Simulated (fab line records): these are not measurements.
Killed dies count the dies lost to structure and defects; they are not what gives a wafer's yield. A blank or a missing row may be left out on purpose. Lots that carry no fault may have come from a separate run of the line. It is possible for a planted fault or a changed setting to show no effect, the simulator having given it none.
A single fault, viewed from 2 desks ; flow nand harc ; numbers are kept per desk, each desk with only its own; the story behind them comes last

## THE TOOL OWNER'S DESK: krf scanner-01
The tool's own readings at NHARC_THIN_TSV_EXPOSE_09 (exposes mask TSV): means of the sampled wafers that have a number, for each lot that ran on this tool. Marked OUT: a lot whose mean sits more than 4 standard deviations from the usual mean, which makes it out of limits; the brackets give that distance.
Columns: A = exposure dose mJ cm2 at NHARC_THIN_TSV_EXPOSE_09, usual 30.70; B = stage vel mm s at NHARC_THIN_TSV_EXPOSE_09, usual 500.05 mm/s
lot;first seen here;A;B
L181;day 21 02:48;30.67;499.74
L185;day 21 08:52;30.66;500.07
L189;day 21 14:50;30.72;499.93
L187;day 21 16:00;17.06 (-99 or more) OUT;500.31
L191;day 22 18:16;17.04 (-99 or more) OUT;499.98
Finding of this desk: L187, L191 out of limits; the first was L187 at day 21 16:00, on exposure dose mJ cm2 at NHARC_THIN_TSV_EXPOSE_09. In limits: L181, L185, L189.

## THE METROLOGY DESK
Lot by lot, what the gauges showed, no matter which tool ran the lot: averages of those sampled wafers that carry a number. Marked OUT: a lot whose mean sits more than 4 standard deviations from the usual mean, which makes it out of limits; the brackets give that distance.
Columns: A = thk nm at NHARC_A_BONDPAD_THK_MEAS_30, usual 199.7 nm; B = overlay x nm at NHARC_A_BONDPAD_OVL_MEAS_35, usual -3 nm; C = overlay y nm at NHARC_A_BONDPAD_OVL_MEAS_35, usual -1 nm; D = cd nm at NHARC_THIN_TSV_CD_MEAS_12, usual 1000.9 nm
lot;first seen here;A;B;C;D
L179;day 19 21:11;201.0;4;-3;999.3
L183;day 19 21:33;200.6;2;-18;998.2
L184;day 20 08:50;201.0;-10;1;1000.5
L181;day 20 11:48;200.1;5;-1;1001.0
L185;day 20 13:58;200.1;-14;-3;1001.3
L188;day 20 22:01;199.7;-15;-1;1004.2
L187;day 20 22:41;198.6;-3;9;994.3
L189;day 21 01:23;199.0;-3;0;1002.2
L191;day 21 22:46;199.7;-8;3;991.0 (-4.7) OUT
L196;day 22 23:26;199.0;-3;-4;1000.7
L199;day 23 19:39;198.6;2;-3;1001.7
Finding of this desk: L191 out of limits; the first was L191 at day 22 18:25, on cd nm at NHARC_THIN_TSV_CD_MEAS_12. In limits: L179, L183, L184, L181, L185, L188, L187, L189, L196, L199.

## PUT TOGETHER
At day 21 16:00, on L187, L191, the tool owner's desk was in a position to raise an alarm.
L191 would have let the metrology desk raise an alarm at day 22 18:25.
The metrology desk holds a record of L187, inside its limits.
The lots listed all ran NHARC_THIN_TSV_EXPOSE_09 on krf scanner-01.

## WHAT WAS PUT IN BY THE SIMULATOR
Drift in process parameters on krf scanner-01 at NHARC_THIN_TSV_EXPOSE_09, starting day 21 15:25. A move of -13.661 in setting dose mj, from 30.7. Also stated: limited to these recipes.
Shown lots that were struck: L187, L191.
Hours from the fault's start to each desk's first reading out of limits: the tool owner's desk, 1; the metrology desk, 27.
